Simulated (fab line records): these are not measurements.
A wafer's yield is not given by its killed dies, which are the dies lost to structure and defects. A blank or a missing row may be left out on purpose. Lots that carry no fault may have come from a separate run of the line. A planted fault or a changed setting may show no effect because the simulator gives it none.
fab line records	flow n5Finfet
[record] lots = 7	wafers = 21	lastDay = 18
route steps=1938 shown BEOL_M14@1721 PASSIVATION@1936
lots that met no fault: from a run of the same line without faults
startH: hours from the record's first day to the start of the lot's first wafer shown	waitH: hours from the lot's prior step to this one	" unchanged from the row above	L1.1+2: a single row standing in for several wafers	- no value, or no start was given	* or withheld: withheld	< > ~ a bound
route shown NAME@n: NAME is a module with steps in the file, n the number in the route of the first one	usual: mean and standard deviation over wafers with no fault	same: alike in all rows	chamber/n: place in a boat	sites: each site's reading	_std_site: standard deviation of those values	_edge_site: outer sites' mean less inner sites'	radiusMm: for every site, how far away it sits from the centre of the wafer	mask NAME#n: copy n	behind: tool/chamber where the wafer was last shaped	hold: why the lot went on hold/how many hours it stayed there/how the hold came to an end	device: the transistor (n, p or np) that didn't switch	end of line: at the end of the route, the tests of the same wafers	a step without rows: its recipe alone	killed: the dies lost at the first sort to structure and to defects; this is not the yield of the wafer	map: shows each die of a wafer: x if killed, . if not, _ if none is there
set.NAME: the setting the step ran with; set.NAME@STEP: the setting that earlier step ran with	model.NAME: the simulator's own value behind a step, which no gauge read
lots seen at some steps along the route; tables by step, rows by wafer
services: from which hour (startH, from the record's first day; less than 0 if before it) a tool's chamber was out of use, for how many hours, and why
[[steps]]
[step N5_BEOL_M14_SOFTBAKE_05]
[recipe] tempC = 130	timeS = 60
[step N5_BEOL_M14_EXPOSE_07]
[recipe] maskId = V13	na = 0.8	sourceShape = annular	sigmaInner = 0.5	sigmaOuter = 0.8	polarization = unpolarized	attpsmPhaseDeg = 180	doseMj = 57
[step N5_BEOL_M14_PEB_08]
[recipe] pebTempC = 130	pebTimeS = 90
[step N5_BEOL_M14_DEVELOP_09]
[recipe] developTimeS = 45	rinseLiquid = diw	dry = airSpin	devTempC = 21
[step N5_BEOL_M14_HARDBAKE_14]
[recipe] tempC = 130	timeS = 120
[step N5_BEOL_M14_CD_MEAS_10]
[recipe] targetCdNm = 250	landingEnergyEv = 500	detector = seInlens	polarity = opening
[usual] cdNm = 249.4/2.4
lot.wafer	tool	chamber	startH	waitH	cdNm
L298.3	cdSem-01	0	280.09	-	248.7
L298.4	"	0	"	"	250.9
L298.6	"	0	"	"	246.5
L296.3	cdSem-01	0	280.61	-	252.3
L296.5	"	0	"	"	251.2
L296.6	"	0	"	"	251.4
L297.2	cdSem-02	0	282.54	-	253.7
L297.5	"	0	"	"	249.5
L297.6	"	0	"	"	249.2
L305.2	cdSem-02	0	339.01	-	250.2
L305.3	"	0	"	"	252.1
L305.4	"	0	"	"	247.1
L310.2	cdSem-02	0	374.63	-	250.5
L310.3	"	0	"	"	247.4
L310.5	"	0	"	"	247.5
L312.1	cdSem-01	0	378.06	-	251.3
L312.2	"	0	"	"	251.9
L312.5	"	0	"	"	248.0
L315.1	cdSem-02	0	405.52	-	249.7
L315.2	"	0	"	"	247.3
L315.5	"	0	"	"	247.3
[step N5_BEOL_M14_OVL_MEAS_11]
[recipe] pointsPerWafer = 44
[usual] V13_OVL = -2/5.2
[same] pointsPerWafer = 44
lot.wafer	tool	chamber	startH	waitH	V13_OVL[nm]
L298.3	overlay-02	0	280.12	0.0	3
L298.4	"	0	"	"	7
L298.6	"	0	"	"	-2
L296.3	overlay-02	0	280.64	0.0	-12
L296.5	"	0	"	"	-1
L296.6	"	0	"	"	-4
L297.2	overlay-02	0	282.57	0.0	-3
L297.5	"	0	"	"	2
L297.6	"	0	"	"	8
L305.2	overlay-02	0	339.04	0.0	-4
L305.3	"	0	"	"	-3
L305.4	"	0	"	"	-12
L310.2	overlay-01	0	374.66	0.0	0
L310.3	"	0	"	"	-6
L310.5	"	0	"	"	-2
L312.1	overlay-01	0	378.09	0.0	-4
L312.2	"	0	"	"	3
L312.5	"	0	"	"	-6
L315.1	overlay-02	0	405.55	0.0	-4
L315.2	"	0	"	"	-6
L315.5	"	0	"	"	-10
[step N5_BEOL_M14_INSPECT_12]
[recipe] mode = adi	inspectInstrument = macro
[usual] rawDefectCount = 2/1.7
lot.wafer	tool	chamber	startH	waitH	rawDefectCount
L298.3	defectInspect-01	-	280.15	0.0	1
L298.4	"	-	"	"	3
L298.6	"	-	"	"	3
L296.3	defectInspect-02	-	280.66	0.0	0
L296.5	"	-	"	"	1
L296.6	"	-	"	"	1
L297.2	defectInspect-02	-	282.59	0.0	5
L297.5	"	-	"	"	3
L297.6	"	-	"	"	3
L305.2	defectInspect-02	-	339.06	0.0	4
L305.3	"	-	"	"	1
L305.4	"	-	"	"	2
L310.2	defectInspect-02	-	374.68	0.0	5
L310.3	"	-	"	"	3
L310.5	"	-	"	"	2
L312.1	defectInspect-02	-	378.11	0.0	4
L312.2	"	-	"	"	3
L312.5	"	-	"	"	1
L315.1	defectInspect-01	-	405.57	0.0	0
L315.2	"	-	"	"	1
L315.5	"	-	"	"	3
[step N5_BEOL_M14_DESCUM_15]
[recipe] chemistry = O2	timeS = 7.9	sourcePowerW = 50	biasPowerW = 20	pressureMtorr = 20	rfFrequencyHz = 2.712e+07	tempC = 40	o2FlowSccm = 225
[usual] drypumpMotorCurrentA = 5.5/0.45	oesProductAu = 0.76/0.095	rfVppV = 243.4/1.4	showerheadPlenumPTorr = 2.11/0.078	throttleValvePct = 20.38/0.25
lot.wafer	tool	chamber	startH	waitH	drypumpMotorCurrentA	oesProductAu	rfHoursCounterH	rfVppV	showerheadPlenumPTorr	throttleValvePct
L298.3	rieDiel-01	1	280.18	0.0	5.9	0.69	218	242.8	2.16	20.60
L298.4	"	3	"	"	5.7	0.84	42	241.2	2.07	20.20
L298.6	"	2	"	"	5.5	0.87	-	245.0	2.23	20.19
L296.3	rieDiel-01	3	280.72	0.1	5.7	0.84	42	242.7	2.07	20.21
L296.5	"	2	"	"	5.6	0.87	-	243.8	2.23	20.18
L296.6	"	3	"	"	5.7	0.85	-	242.6	2.07	20.20
L297.2	rieDiel-05	3	282.63	0.0	4.8	0.69	226	245.0	2.15	20.46
L297.5	"	3	"	"	4.8	0.69	-	244.3	2.15	20.46
L297.6	"	2	"	"	6.2	0.68	-	240.9	1.97	20.73
L305.2	rieDiel-01	3	339.18	0.1	5.7	0.83	64	243.2	2.06	20.24
L305.3	"	0	"	"	6.0	0.93	11	244.5	2.18	20.46
L305.4	"	0	"	"	6.0	0.93	-	244.0	2.18	20.46
L310.2	rieDiel-01	1	374.72	0.0	5.9	0.67	244	243.4	2.15	20.63
L310.3	"	3	"	"	5.7	0.81	81	243.2	2.05	20.25
L310.5	"	1	"	"	5.9	0.67	-	243.8	2.15	20.65
L312.1	rieDiel-03	0	378.15	0.0	5.2	0.80	82	244.5	2.19	20.16
L312.2	"	1	"	"	5.4	0.77	96	243.0	2.03	20.08
L312.5	"	3	"	"	6.5	0.70	-	242.3	1.98	20.75
L315.1	rieDiel-01	0	405.61	0.0	6.0	0.89	38	243.4	2.17	20.51
L315.2	"	2	"	"	5.5	0.82	97	245.0	2.22	20.25
L315.5	"	2	"	"	5.5	0.81	-	245.7	2.22	20.25
[step N5_BEOL_M14_ETCH_59]
[recipe] chemistry = N2/H2	target = BARC	targetDepthA = 890	overetchA = 267	timeS = 67.9	ionEnergyEv = 200	pressureMtorr = 30	sourceW = 840	biasW = 150	n2FlowSccm = 200	h2FlowSccm = 200
[usual] drypumpMotorCurrentA = 5.6/0.45	oesProductAu = 0.66/0.074	rfVppV = 524.3/2.6	showerheadPlenumPTorr = 2.56/0.092	throttleValvePct = 17.74/0.28
lot.wafer	tool	chamber	startH	waitH	drypumpMotorCurrentA	oesProductAu	rfHoursCounterH	rfVppV	showerheadPlenumPTorr	throttleValvePct
L298.3	rieDiel-01	1	280.21	0.0	5.9	0.59	218	525.0	2.61	18.01
L298.4	"	3	"	"	5.7	0.73	42	523.0	2.48	17.46
L298.6	"	2	"	"	5.6	0.74	-	528.0	2.69	17.38
L296.3	rieDiel-01	3	280.76	0.0	5.7	0.73	42	522.4	2.48	17.48
L296.5	"	2	"	"	5.5	0.73	-	528.0	2.69	17.39
L296.6	"	3	"	"	5.7	0.73	-	522.7	2.48	17.48
L297.2	rieDiel-05	3	282.66	0.0	4.8	0.59	226	524.7	2.63	17.97
L297.5	"	3	"	"	4.8	0.59	-	525.9	2.63	17.97
L297.6	"	2	"	"	6.2	0.59	-	520.4	2.42	18.31
L305.2	rieDiel-01	3	339.22	0.0	5.7	0.70	64	523.4	2.47	17.50
L305.3	"	0	"	"	6.0	0.79	11	525.9	2.61	17.69
L305.4	"	0	"	"	6.0	0.78	-	524.5	2.61	17.68
L310.2	rieDiel-01	1	374.75	0.0	5.9	0.58	244	525.5	2.60	18.06
L310.3	"	3	"	"	5.7	0.69	81	520.8	2.46	17.54
L310.5	"	1	"	"	5.9	0.58	-	527.3	2.60	18.05
L312.1	rieDiel-03	0	378.18	0.0	5.2	0.69	82	527.8	2.66	17.67
L312.2	"	1	"	"	5.4	0.67	96	521.5	2.44	17.36
L312.5	"	3	"	"	6.4	0.60	-	518.2	2.42	18.30
L315.1	rieDiel-01	0	405.64	0.0	6.0	0.74	38	526.1	2.59	17.74
L315.2	"	2	"	"	5.6	0.69	97	526.3	2.67	17.45
L315.5	"	2	"	"	5.6	0.69	-	527.0	2.67	17.48
[step N5_BEOL_M14_VIA_ETCH_16]
[recipe] chemistry = C4F8/O2/Ar	target = SiO2	heInnerTorr = 15	heOuterTorr = 30	targetDepthA = 12313	timeS = withheld	ionEnergyEv = 800	pressureMtorr = 20	sourceW = 1905	biasW = 2040	Ar_flow_sccm = 400	C4F8_flow_sccm = 16	O2_flow_sccm = 12	ends = cleared
[usual] O2_flow_sccm = 12.00/0.04	drypumpMotorCurrentA = 5.6/0.45	oesProductAu = 0.69/0.085	rfVppV = 2212/42	showerheadPlenumPTorr = 3.45/0.12	throttleValvePct = 30.69/0.29
lot.wafer	tool	chamber	startH	waitH	O2_flow_sccm	drypumpMotorCurrentA	oesProductAu	rfVppV	showerheadPlenumPTorr	throttleValvePct
L298.3	rieDiel-01	1	280.27	0.0	11.99	5.9	0.62	2280	3.51	30.75
L298.4	"	3	"	"	11.98	5.7	0.76	2244	3.35	30.33
L298.6	"	2	"	"	11.95	5.6	0.78	2211	3.63	30.53
L296.3	rieDiel-01	3	280.81	0.0	11.96	5.7	0.75	2244	3.35	30.31
L296.5	"	2	"	"	12.00	5.6	0.78	2211	3.63	30.49
L296.6	"	3	"	"	11.96	5.7	0.75	2243	3.35	30.31
L297.2	rieDiel-05	3	282.71	0.0	11.97	4.8	0.63	2216	3.53	30.82
L297.5	"	3	"	"	11.94	4.8	0.63	2216	3.53	30.82
L297.6	"	2	"	"	11.92	6.2	0.62	2139	3.28	31.41
L305.2	rieDiel-01	3	339.27	0.0	11.97	5.7	0.73	2243	3.34	30.34
L305.3	"	0	"	"	12.00	6.0	0.84	2265	3.49	30.59
L305.4	"	0	"	"	12.04	6.0	0.86	2263	3.49	30.60
L310.2	rieDiel-01	1	374.80	0.0	11.97	5.9	0.61	2280	3.49	30.77
L310.3	"	3	"	"	11.96	5.7	0.71	2241	3.33	30.38
L310.5	"	1	"	"	11.99	5.9	0.61	2279	3.49	30.77
L312.1	rieDiel-03	0	378.23	0.0	12.01	5.2	0.71	2241	3.67	31.23
L312.2	"	1	"	"	11.96	5.4	0.71	2202	3.35	30.50
L312.5	"	3	"	"	12.05	6.4	0.64	2191	3.26	31.18
L315.1	rieDiel-01	0	405.69	0.0	11.96	6.0	0.81	2261	3.48	30.66
L315.2	"	2	"	"	11.96	5.6	0.73	2208	3.60	30.57
L315.5	"	2	"	"	12.01	5.5	0.73	2208	3.60	30.55
[step N5_BEOL_M14_STRIP_63]
[recipe] chemistry = O2	powerW = 600	tempC = 60	pressureMtorr = 30	rfFrequencyHz = 6e+07	biasPowerW = 0	overashFraction = 0.3	o2FlowSccm = 225
[usual] chamberPressureMTorr = 29.99/0.048	drypumpMotorCurrentA = 5.5/0.44	oesProductAu = 0.76/0.095	rfVppV = 3.6/0.92	showerheadPlenumPTorr = 2.12/0.078	throttleValvePct = 16.64/0.24
[same] biasPowerW = 0
lot.wafer	tool	chamber	startH	waitH	chamberPressureMTorr	drypumpMotorCurrentA	oesProductAu	rfHoursCounterH	rfVppV	showerheadPlenumPTorr	throttleValvePct
L298.3	rieDiel-01	1	-	-	29.91	5.9	0.68	218	3.9	2.16	16.87
L298.4	"	3	"	"	29.98	5.7	0.83	42	3.8	2.07	16.48
L298.6	"	2	"	"	29.98	5.5	0.88	-	3.8	2.24	16.39
L296.3	rieDiel-01	3	-	-	30.03	5.8	0.85	42	5.4	2.07	16.47
L296.5	"	2	"	"	29.96	5.5	0.88	-	2.1	2.24	16.41
L296.6	"	3	"	"	29.88	5.7	0.86	-	4.3	2.07	16.47
L297.2	rieDiel-05	3	-	-	29.95	4.8	0.70	226	3.5	2.16	16.74
L297.5	"	3	"	"	30.02	4.8	0.69	-	3.0	2.16	16.76
L297.6	"	2	"	"	29.92	6.2	0.68	-	5.4	1.98	16.96
L305.2	rieDiel-01	3	-	-	29.96	5.7	0.81	64	4.4	2.06	16.50
L305.3	"	0	"	"	30.07	6.0	0.94	11	3.3	2.18	16.60
L305.4	"	0	"	"	30.03	6.0	0.94	-	2.3	2.18	16.60
L310.2	rieDiel-01	1	-	-	29.99	5.9	0.68	244	4.4	2.15	16.96
L310.3	"	3	"	"	29.98	5.7	0.79	81	3.8	2.06	16.57
L310.5	"	1	"	"	30.01	5.9	0.68	-	3.9	2.15	16.94
L312.1	rieDiel-03	0	-	-	30.06	5.2	0.80	82	2.8	2.19	16.41
L312.2	"	1	"	"	30.00	5.4	0.77	96	4.0	2.03	16.34
L312.5	"	3	"	"	30.05	6.4	0.69	-	3.7	1.98	16.99
L315.1	rieDiel-01	0	-	-	30.03	6.0	0.87	38	4.0	2.17	16.63
L315.2	"	2	"	"	30.08	5.6	0.81	98	3.6	2.22	16.47
L315.5	"	2	"	"	29.97	5.5	0.81	-	3.2	2.22	16.47
[step N5_BEOL_M14_STRIP_64]
[recipe] chemistry = O2	powerW = 600	tempC = 60	pressureMtorr = 30	rfFrequencyHz = 6e+07	biasPowerW = 0	overashFraction = 0.3	o2FlowSccm = 225
[usual] biasPowerW = 0/0	chamberPressureMTorr = 30.002/0.028	drypumpMotorCurrentA = 5.5/0.45	oesProductAu = 0.76/0.095	rfVppV = 3.7/0.44	showerheadPlenumPTorr = 2.12/0.078	throttleValvePct = 16.64/0.24
lot.wafer	tool	chamber	startH	waitH	biasPowerW	chamberPressureMTorr	drypumpMotorCurrentA	oesProductAu	rfHoursCounterH	rfVppV	showerheadPlenumPTorr	throttleValvePct	model.BARC_of_BEOL_M14_COAT_58.thkNm
L298.3	rieDiel-01	1	280	-	-	-	-	-	-	-	-	-	88.8
L298.4	"	3	"	"	-	-	-	-	-	-	-	-	88.8
L298.6	"	2	"	"	-	-	-	-	-	-	-	-	88.6
L296.3	rieDiel-01	3	281	-	-	-	-	-	-	-	-	-	88.6
L296.5	"	2	"	"	-	-	-	-	-	-	-	-	88.8
L296.6	"	3	"	"	-	-	-	-	-	-	-	-	88.8
L297.2	rieDiel-05	3	282	-	-	-	-	-	-	-	-	-	88.4
L297.5	"	3	"	"	-	-	-	-	-	-	-	-	88.4
L297.6	"	2	"	"	-	-	-	-	-	-	-	-	89
L305.2	rieDiel-01	3	339	-	0	29.964	5.7	0.82	64	4.1	2.06	16.49	0
L305.3	"	0	"	"	0	29.984	6.0	0.93	11	3.9	2.18	16.60	0
L305.4	"	0	"	"	0	30.002	6.0	0.93	-	4.5	2.18	16.60	0
L310.2	rieDiel-01	1	375	-	0	29.980	5.9	0.67	244	3.9	2.15	16.94	0
L310.3	"	3	"	"	0	29.991	5.7	0.80	81	3.8	2.06	16.51	0
L310.5	"	1	"	"	0	29.981	5.9	0.67	-	3.0	2.15	16.95	0
L312.1	rieDiel-03	0	378	-	0	29.965	5.2	0.79	82	3.8	2.19	16.39	0
L312.2	"	1	"	"	0	29.991	5.4	0.76	96	3.5	2.03	16.35	0
L312.5	"	3	"	"	0	30.019	6.4	0.70	-	4.1	1.98	17.00	0
L315.1	rieDiel-01	0	405	-	0	29.966	6.0	0.89	39	3.5	2.17	16.66	0
L315.2	"	2	"	"	0	30.000	5.6	0.82	98	4.0	2.22	16.48	0
L315.5	"	2	"	"	0	30.021	5.5	0.81	-	3.3	2.22	16.46	0
[step N5_BEOL_M14_STRIP_71]
[recipe] chemistry = postEtchResidueRemover	timeS = 60	tempC = 25	removerPh = withheld	removerWaterWtPct = withheld	removerFluorideWtPct = withheld
[step N5_PASSIVATION_PROBE_49]
[usual] defectLimitedYield = 91.5/1.3	killed_at_M0_to_M3 = 36/10	killed_at_M4_up = 13/4.7	killedAtContacts = 13/6.7	killedAtFrontEnd = 37/9.7	killedAtOther = 2.6/2.3	killedDies = 101/15	killedOnRim = 14/4.3	killedOpen = 67/12	killedShort = 32/6.7	sort_bin_5_function = 5.0/0.89	sort_bin_6_memory = 3.2/0.63	sort_bin_8_speed = 0.01/0.03	sortNPass = 1079/16	sortYieldPct = 91.4/1.4
[same] grossDies = 1180	killedAtBackSide = 0	sort_bin_4_leakage[%] = 0
lot.wafer	tool	chamber	startH	waitH	defectLimitedYield[%]	killed_at_M0_to_M3	killed_at_M4_up	killedAtContacts	killedAtFrontEnd	killedAtOther	killedDies	killedOnRim	killedOpen	killedShort	sort_bin_5_function[%]	sort_bin_6_memory[%]	sort_bin_8_speed[%]	sortNPass	sortYieldPct[%]
L298.3	prober-02	-	309.52	0.1	91.4	35	10	16	37	3	101	12	71	29	5.5	2.9	0	1079	91.4
L298.4	prober-02	-	309.57	0.2	90.6	26	16	14	52	3	111	12	64	45	6.1	2.8	0	1069	90.6
L298.6	prober-02	-	309.67	0.3	92.0	37	12	14	29	2	94	13	58	34	4.6	3.1	0	1086	92.0
L296.3	prober-01	-	313.08	0.1	91.4	38	8	12	43	0	101	11	72	27	5.3	3.2	0	1079	91.4
L296.5	prober-01	-	313.18	0.2	93.1	39	9	9	24	0	81	11	54	25	4.5	2.3	0	1099	93.1
L296.6	prober-01	-	313.23	0.3	90.9	36	10	28	32	1	107	22	79	23	5.4	3.1	0	1073	90.9
L297.2	prober-02	-	313.54	0.1	94.3	20	6	5	34	2	67	6	37	28	3.3	1.9	0.08	1113	94.3
L297.5	prober-02	-	313.69	0.2	91.1	44	9	15	35	2	105	10	73	31	5.7	3.1	0	1075	91.1
L297.6	prober-02	-	313.74	0.3	91.4	29	9	9	49	6	102	10	64	33	5.5	2.9	0	1078	91.4
L310.2	prober-02	-	402.43	0.1	92.6	21	15	4	42	5	87	9	46	32	3.9	2.8	0	1093	92.6
L310.3	prober-02	-	402.48	0.1	93.0	21	16	5	40	1	83	10	59	23	4.1	2.9	0	1097	93.0
L310.5	prober-02	-	402.58	0.2	89.3	38	22	2	64	0	126	18	84	40	7.1	3.2	0	1054	89.3
L312.2	prober-02	-	404.42	0.1	89.9	40	7	13	57	2	119	23	75	40	5.8	3.9	0	1061	89.9
L315.1	prober-02	-	437.77	0.9	90.3	53	17	11	32	1	114	11	80	34	5.7	3.6	0	1066	90.3
L315.2	prober-02	-	437.82	1.0	90.2	61	7	11	35	2	116	17	86	28	5.3	4.5	0	1064	90.2
L315.5	prober-02	-	437.97	1.1	89.4	50	19	21	34	1	125	11	84	40	6.6	3.4	0	1055	89.4
// killed by level:class
L298.3 MOL_CONTACT_COAG:geometricParticle:open=11 FIN_SAQP:geometricParticle:open=8 BEOL_M1:geometricParticle:open=8 BEOL_M3:geometricParticle:open=8 STARTING-WAFER:geometricParticle:open=7 DUMMY_GATE:geometricParticle:open=6 MOL_CONTACT_COAG:geometricParticle:short=5 FIN_SAQP:geometricParticle:short=4
L298.4 MOL_CONTACT_COAG:geometricParticle:open=12 FIN_SAQP:geometricParticle:short=11 BEOL_M4:geometricParticle:open=8 FIN_SAQP:geometricParticle:open=7 STI_FIN_REVEAL:geometricParticle:open=7 DUMMY_GATE:geometricParticle:open=7 BEOL_M3:geometricParticle:open=7 ILD0:geometricParticle:short=5
L298.6 BEOL_M1:geometricParticle:open=13 MOL_CONTACT_COAG:geometricParticle:open=11 BEOL_M0_SAQP:geometricParticle:short=8 BEOL_M0_SAQP:geometricParticle:open=7 BEOL_M3:geometricParticle:open=5 FIN_SAQP:geometricParticle:open=4 FIN_SAQP:geometricParticle:short=4 GATE_CUT:geometricParticle:short=4
L296.3 STI_FIN_REVEAL:geometricParticle:open=13 MOL_CONTACT_COAG:geometricParticle:open=11 BEOL_M3:geometricParticle:open=9 GATE_CUT:geometricParticle:open=7 BEOL_M0_SAQP:geometricParticle:short=7 GATE_CUT:geometricParticle:short=6 BEOL_M2:geometricParticle:open=6 BEOL_M0_SAQP:geometricParticle:open=5
L296.5 BEOL_M2:geometricParticle:open=8 STI_FIN_REVEAL:geometricParticle:open=8 BEOL_M0_SAQP:geometricParticle:short=8 MOL_CONTACT_COAG:geometricParticle:open=7 BEOL_M3:geometricParticle:open=7 BEOL_M0_SAQP:geometricParticle:open=6 FIN_SAQP:geometricParticle:open=4 BEOL_M1:geometricParticle:open=4
L296.6 MOL_CONTACT_COAG:geometricParticle:open=24 BEOL_M2:geometricParticle:open=10 BEOL_M3:geometricParticle:open=10 BEOL_M1:geometricParticle:open=8 STI_FIN_REVEAL:geometricParticle:open=7 HKMG_FIN:areaEtch=5 STI_FIN_REVEAL:geometricParticle:short=4 GATE_CUT:geometricParticle:short=4
L297.2 DUMMY_GATE:geometricParticle:open=7 MOL_CONTACT_COAG:geometricParticle:open=5 BEOL_M0_SAQP:geometricParticle:short=5 DUMMY_GATE:geometricParticle:short=4 ILD0:geometricParticle:short=4 BEOL_M3:geometricParticle:open=4 STARTING-WAFER:geometricParticle:open=4 FIN_SAQP:geometricParticle:open=3
L297.5 MOL_CONTACT_COAG:geometricParticle:open=14 BEOL_M0_SAQP:geometricParticle:short=14 BEOL_M0_SAQP:geometricParticle:open=11 STI_FIN_REVEAL:geometricParticle:open=7 BEOL_M3:geometricParticle:open=7 BEOL_M1:geometricParticle:open=6 DUMMY_GATE:geometricParticle:open=5 FIN_SAQP:geometricParticle:open=4
L297.6 DUMMY_GATE:geometricParticle:open=16 BEOL_M0_SAQP:geometricParticle:open=10 MOL_CONTACT_COAG:geometricParticle:open=9 BEOL_M0_SAQP:geometricParticle:short=7 BEOL_M3:geometricParticle:open=6 FIN_SAQP:geometricParticle:short=5 GATE_CUT:geometricParticle:short=5 PAD_METAL:geometricParticle:short=4
L310.2 FIN_SAQP:geometricParticle:open=9 DUMMY_GATE:geometricParticle:open=7 FIN_SAQP:geometricParticle:short=6 DUMMY_GATE:geometricParticle:short=5 HKMG_FIN:areaEtch=5 BEOL_M3:geometricParticle:open=4 BEOL_M0:geometricParticle:open=3 BEOL_M0_SAQP:geometricParticle:short=3
L310.3 STI_FIN_REVEAL:geometricParticle:open=13 BEOL_M4:geometricParticle:open=9 FIN_SAQP:geometricParticle:open=5 GATE_CUT:geometricParticle:short=5 MOL_CONTACT_COAG:geometricParticle:open=4 BEOL_M1:geometricParticle:open=4 FIN_SAQP:geometricParticle:short=3 DUMMY_GATE:geometricParticle:open=3
L310.5 FIN_SAQP:geometricParticle:open=24 FIN_SAQP:geometricParticle:short=14 BEOL_M0_SAQP:geometricParticle:open=12 BEOL_M0_SAQP:geometricParticle:short=7 BEOL_M4:geometricParticle:open=7 DUMMY_GATE:geometricParticle:open=5 BEOL_M1:geometricParticle:open=5 BEOL_M2:geometricParticle:open=5
L312.2 FIN_SAQP:geometricParticle:open=14 FIN_SAQP:geometricParticle:short=11 STI_FIN_REVEAL:geometricParticle:open=11 BEOL_M0_SAQP:geometricParticle:short=10 BEOL_M0_SAQP:geometricParticle:open=8 BEOL_M2:geometricParticle:open=8 MOL_CONTACT_COAG:geometricParticle:open=7 STARTING-WAFER:geometricParticle:open=7
L315.1 BEOL_M3:geometricParticle:open=11 MOL_CONTACT_COAG:geometricParticle:open=9 BEOL_M1:geometricParticle:open=8 BEOL_M2:geometricParticle:open=8 BEOL_M0_SAQP:geometricParticle:open=7 BEOL_M1:geometricParticle:short=6 STARTING-WAFER:geometricParticle:open=6 FIN_SAQP:geometricParticle:open=5
L315.2 BEOL_M0_SAQP:geometricParticle:open=17 BEOL_M2:geometricParticle:open=16 STI_FIN_REVEAL:geometricParticle:open=12 MOL_CONTACT_COAG:geometricParticle:open=10 BEOL_M3:geometricParticle:open=10 BEOL_M0_SAQP:geometricParticle:short=9 FIN_SAQP:geometricParticle:open=4 FIN_SAQP:geometricParticle:short=4
L315.5 MOL_CONTACT_COAG:geometricParticle:open=17 FIN_SAQP:geometricParticle:open=12 BEOL_M0_SAQP:geometricParticle:open=11 BEOL_M0_SAQP:geometricParticle:short=11 BEOL_M1:geometricParticle:open=7 BEOL_M2:geometricParticle:open=6 BEOL_M3:geometricParticle:open=6 FIN_SAQP:geometricParticle:short=5
[[services]]
tool	chamber	startH	hours	kind
rieDiel-05	1	284.48	2.8	repair
rieDiel-01	0	288.98	-	clean
rieDiel-01	0	288.98	-	consumableReplace:focusRing
rieDiel-01	0	288.98	18.9	scheduledDown
rieDiel-01	0	288.98	18.9	ventCycle
rieDiel-01	1	330.90	18.3	repair
rieDiel-05	1	334.52	2.8	repair
rieDiel-05	2	353.01	-	clean
rieDiel-05	2	353.01	-	consumableReplace:focusRing
rieDiel-05	2	353.01	-	consumableReplace:showerhead
rieDiel-05	2	353.01	18.7	scheduledDown
rieDiel-05	2	353.01	18.7	ventCycle
rieDiel-03	2	357.16	20.5	repair
rieDiel-05	3	371.89	-	clean
rieDiel-05	3	371.89	-	consumableReplace:focusRing
rieDiel-05	3	371.89	23.2	scheduledDown
rieDiel-05	3	371.89	23.2	ventCycle
rieDiel-01	0	390.40	5.7	repair
rieDiel-05	1	395.51	-	clean
rieDiel-05	1	395.51	-	consumableReplace:focusRing
rieDiel-01	1	396.22	-	clean
rieDiel-01	1	396.22	-	consumableReplace:focusRing
rieDiel-01	1	396.22	18.0	scheduledDown
rieDiel-01	1	396.22	18.0	ventCycle
[[key]]
[firstSign] step = N5_BEOL_M14_STRIP_64	reading = toolRecord	direction = missing
effect none on later readings
[modelEffect] step = N5_BEOL_M14_STRIP_64	value = BARC_of_BEOL_M14_COAT_58.thkNm	without = 0	struck = 88.69
metAt N5_BEOL_M14_STRIP_64
struckWafers L296.3,L296.5,L296.6,L297.2,L297.5,L297.6,L298.3,L298.4,L298.6
[fault] kind = skippedStepWhole	tool = rieDiel-01,rieDiel-05	chamber = -	onsetH = 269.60	steps = N5_BEOL_M14_STRIP_64	scope = struckLotsOnly
